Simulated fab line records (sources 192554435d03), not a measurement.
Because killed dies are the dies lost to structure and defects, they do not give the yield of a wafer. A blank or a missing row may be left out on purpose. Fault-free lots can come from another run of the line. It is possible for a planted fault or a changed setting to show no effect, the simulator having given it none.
The tool behind it: which one?	flow n5Finfet	12 lots with 36 wafers sampled at 3 steps, on a route of 1938 steps

== WHAT THE GAUGES READ, wafer by wafer ==
N5_BEOL_M11_OVL_MEAS_29.
lot	measured	on	V10_OVL (nm)
L074	day 10 19:57	overlay-02	1.5 1.0 1.3
L078	day 11 05:55	overlay-02	-0.5 0.8 0.5
L076	day 11 15:05	overlay-01	-0.8 -0.6 -0.5
L080	day 11 19:29	overlay-01	0.1 -0.8 -0.4
L083	day 12 13:23	overlay-01	0.3 0.4 0.3
L085	day 13 08:41	overlay-02	0.7 0.3 -0.1
L088	day 13 16:25	overlay-01	0.7 -0.1 -0.1
L089	day 14 03:41	overlay-02	1.3 1.0 0.0
L091	day 14 12:58	overlay-02	0.7 -0.2 0.2
L092	day 15 03:44	overlay-01	-0.1 -0.5 0.5
L094	day 15 12:01	overlay-02	0.2 0.2 -0.4
L097	day 16 02:28	overlay-02	0.0 0.6 0.6

== WHICH TOOL RAN EACH LOT (tool, then ch and the chambers of the sampled wafers, then the start) ==
lot	N5_BEOL_M10_PRE_CLEAN_45	N5_BEOL_M10_SPUTTER_48
L074	pvdSputter-01, day 10 13:14	pvdSputter-02, day 10 14:17
L078	pvdSputter-02, day 10 19:49	pvdSputter-03, day 10 22:07
L076	pvdSputter-03, day 11 09:46	pvdSputter-03, day 11 10:20
L080	pvdSputter-02, day 11 14:02	pvdSputter-01, day 11 15:05
L083	pvdSputter-02, day 12 05:55	pvdSputter-02, day 12 06:42
L085	pvdSputter-02, day 12 23:44	pvdSputter-02, day 13 00:22
L088	pvdSputter-01, day 13 09:43	pvdSputter-03, day 13 10:16
L089	pvdSputter-02, day 13 22:08	pvdSputter-02, day 13 22:43
L091	pvdSputter-01, day 14 05:37	pvdSputter-01, day 14 06:20
L092	pvdSputter-03, day 14 22:40	pvdSputter-03, day 14 23:25
L094	pvdSputter-03, day 15 05:35	pvdSputter-01, day 15 08:34
L097	pvdSputter-02, day 15 16:53	pvdSputter-02, day 15 18:51
- N5_BEOL_M10_PRE_CLEAN_45: time 30 s.
- N5_BEOL_M10_SPUTTER_48: material Cu, target thk 12 nm, time 2 s.

== THE ANSWER, worked out from the rows above alone ==
Rule: the usual values come from the lots themselves. Put in order of their means at a reading, lots are off if they are a third of the lots or fewer, leave a main group of 4 or more, and stand apart from it by a gap of 3 or more times the standard deviation of the main group's means; of several such gaps the widest counts. The tables above print the reading to a certain number of digits; a main group whose means all agree to those digits is not used. A lot without any number at a reading at which 4 lots or more have one is off too. All remaining lots with rows at the step are treated as sound.
Nothing can be told from this: no lot is off at any reading shown.

== WHAT HAD BEEN PUT IN BY THE SIMULATOR ==
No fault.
